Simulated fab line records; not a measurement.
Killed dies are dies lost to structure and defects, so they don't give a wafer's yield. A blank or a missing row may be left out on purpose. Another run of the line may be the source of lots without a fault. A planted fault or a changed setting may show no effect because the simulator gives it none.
Split-lot trial | flow n5Finfet | route with 1938 steps; 7 lots, 21 wafers read

== ABOUT THE SPLIT ==
At N5_BEOL_M13_ETCH_59 (etches BARC in N2/H2, target depth 89 nm, overetch 26.7 nm, time 67.9 s), the setting timeS was moved away from the recipe's 67.9 s on 6 of the 21 wafers read, by -16.7% to +16.8%. For the rest of the wafers, this setting stayed at what the recipe calls for.

Reading taken at the split's own step.

== THE READING ==
coat_of_BEOL_M13_COAT_04.thkNm (the simulator's own value, which no gauge read), in nm, at N5_BEOL_M13_ETCH_59 (etches BARC in N2/H2, target depth 89 nm, overetch 26.7 nm, time 67.9 s). No usual value for it is given in the file. Across the 15 wafers here that went through the recipe, the average is 316.3 nm and the standard deviation 1.6 nm.

wafer  | tool, chamber at the split | timeS as run, s | against the recipe | coat_of_BEOL_M13_COAT_04.thkNm, nm | against lot-mates on the recipe
L074.3 | rieDiel-05, 0              | 79.34           | +16.8%             | 307.6                              | -9.8
L074.4 | rieDiel-05, 1              | 67.9            | recipe             | 317.4                              | -
L074.6 | rieDiel-05, 0              | 79.34           | +16.8%             | 306.6                              | -10.8
L077.1 | rieDiel-05, 2              | 67.9            | recipe             | 316.4                              | -
L077.4 | rieDiel-05, 1              | 67.9            | recipe             | 314.2                              | -
L077.5 | rieDiel-05, 3              | 67.9            | recipe             | 314                                | -
L080.1 | rieDiel-05, 0,1            | 67.9            | recipe             | 314.6                              | -
L080.4 | rieDiel-05, 0,1            | 67.9            | recipe             | 314.6                              | -
L080.5 | rieDiel-05, 2              | 67.9            | recipe             | 316.6                              | -
L081.1 | rieDiel-03, 3              | 76.88           | +13.2%             | 310.8                              | -7.8
L081.2 | rieDiel-03, 1              | 76.88           | +13.2%             | 311.2                              | -7.4
L081.3 | rieDiel-03, 2              | 67.9            | recipe             | 318.6                              | -
L085.1 | rieDiel-01, 2              | 56.54           | -16.7%             | 326.6                              | +12.0
L085.4 | rieDiel-01, 1              | 67.9            | recipe             | 314.6                              | -
L085.6 | rieDiel-01, 1              | 56.54           | -16.7%             | 324.6                              | +10.0
L093.2 | rieDiel-01, 0              | 67.9            | recipe             | 315.6                              | -
L093.4 | rieDiel-01, 1              | 67.9            | recipe             | 316.6                              | -
L093.5 | rieDiel-01, 1              | 67.9            | recipe             | 317                                | -
L097.1 | rieDiel-03, 1              | 67.9            | recipe             | 319.2                              | -
L097.2 | rieDiel-03, 0              | 67.9            | recipe             | 317.6                              | -
L097.6 | rieDiel-03, 0              | 67.9            | recipe             | 317.8                              | -
The file does not say which wafer passed through which chamber wherever a row lists several chambers: such a row stands for several wafers.

THE FIT
A straight line over all 21 wafers: coat_of_BEOL_M13_COAT_04.thkNm changes by -0.519 nm for each +1% of timeS; r = -0.95; the points scatter about the line by 1.6 nm.
The same after taking each lot's own level away (the mean of its wafers on the recipe; 21 wafers): -0.623 nm for each +1%; r = -0.99; scatter 0.81 nm.
That fit puts the effect of the largest move of timeS on the reading at 10 nm.
Measured against the standard deviation above, the lots' own levels, which go from 314.60 to 318.60 nm, span 2.5 times it.
So the slope is not independent of the lot-to-lot level: the two fits are not the same.
Check: for one of the wafers moved furthest among these (+16.8%), held out of the fit, the line's prediction against its lot-mates is -10.5 nm. It came out at -9.8 nm against them.

== THE OTHER SPLITS THESE WAFERS WENT THROUGH ==
Note: prior to the reading, these wafers also went through further splits. Each is held against what the fit with the lots' levels taken away leaves over:
other split on the same wafers  | wafers away from the commonest value | r with coat_of_BEOL_M13_COAT_04.thkNm (lot level and that fit taken away)
N5_BEOL_M8_TRENCH_ETCH_37 timeS | 7                                    | -0.03
N5_BEOL_M10_ETCH_62 timeS       | 11                                   | +0.06
N5_BEOL_M10_COAT_64 spinRpm     | 8                                    | -0.12
N5_BEOL_M11_COAT_05 spinRpm     | 4                                    | +0.27
N5_BEOL_M11_DESCUM_16 timeS     | 4                                    | -0.38

== THE FILE'S OWN FIT ==
coat_of_BEOL_M13_COAT_04.thkNm changes by -0.62 nm for each +1% of timeS, r = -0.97.
